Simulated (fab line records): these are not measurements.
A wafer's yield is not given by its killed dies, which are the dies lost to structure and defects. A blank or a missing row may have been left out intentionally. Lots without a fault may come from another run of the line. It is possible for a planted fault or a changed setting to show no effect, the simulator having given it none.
Matching of chambers ; flow nand-harc ; NHARC_A_SGD_CUT_ETCHBACK_24 on rie-diel-08: 4 sister chambers
The step etches the open film in CH3F/O2, target depth 50 nm, time 92.857 s. 16 wafers are shown with their chamber, then 8 later ones without.

== WAFERS WITH THEIR CHAMBER ==
wafer;chamber;drypump-motor-current-A (A);rf-vpp-V (V);throttle-valve-pct (%)
L076.1;3;5.9;243.1;20.657
L076.2;0;5.5;245.6;20.661
L076.6;2;5.9;243.1;20.659
L080.4;1;5.4;246.0;20.644
L080.5;3;5.8;244.4;20.658
L080.6;2;5.9;243.6;20.659
L082.1;2;5.9;243.6;20.661
L082.2;3;5.8;242.2;20.660
L082.5;3;5.9;244.7;20.669
L083.2;1;5.4;246.9;20.649
L083.3;2;5.9;242.0;20.664
L083.5;3;5.9;244.8;20.675
L095.2;2;5.9;242.2;20.663
L095.4;0;5.5;244.9;20.648
L095.5;0;5.5;243.8;20.656
L094.1;0;5.4;244.6;20.664

SIGNATURES, as means of the wafers listed above
reading;chamber 0;chamber 1;chamber 2;chamber 3;scatter within a chamber
drypump-motor-current-A;5.475;5.400;5.900;5.860;0.0403
rf-vpp-V;244.725;246.450;242.900;243.840;0.895
throttle-valve-pct;20.65725;20.64650;20.66120;20.66380;0.00596
Rule: a wafer lies at a distance from a chamber equal to the root of the sum of squares, over the readings, of (its reading less the chamber's mean, divided by the reading's scatter). The wafer belongs to the nearest chamber; if the next one is less than 2 further off, it can't be placed. The scatter is the square root of a quotient: the sum, over the shown wafers, of each reading's squared deviation from its chamber's mean, divided by wafers minus chambers.

== WAFERS WITH NO CHAMBER GIVEN ==
wafer;drypump-motor-current-A (A);rf-vpp-V (V);throttle-valve-pct (%)
L094.3;5.9;244.2;20.656
L094.6;5.3;243.9;20.670
L097.1;5.5;245.5;20.668
L097.2;5.8;243.8;20.672
L097.6;5.5;244.6;20.652
L096.1;5.9;242.8;20.671
L096.4;5.3;244.7;20.674
L096.5;5.9;244.2;20.661

== CHAMBER TAKEN BY EACH ==
wafer;from the rows above;in truth
L094.3;can't be placed: 3 or 2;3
L094.6;can't be placed: 0 or 1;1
L097.1;0;0
L097.2;can't be placed: 3 or 2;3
L097.6;0;0
L096.1;can't be placed: 2 or 3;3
L096.4;can't be placed: 0 or 1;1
L096.5;can't be placed: 3 or 2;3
Placed correctly: 2 of 8. Cannot be placed on the basis of these rows: 6; the candidates contain the true chamber in 6. 0 placed wrongly.
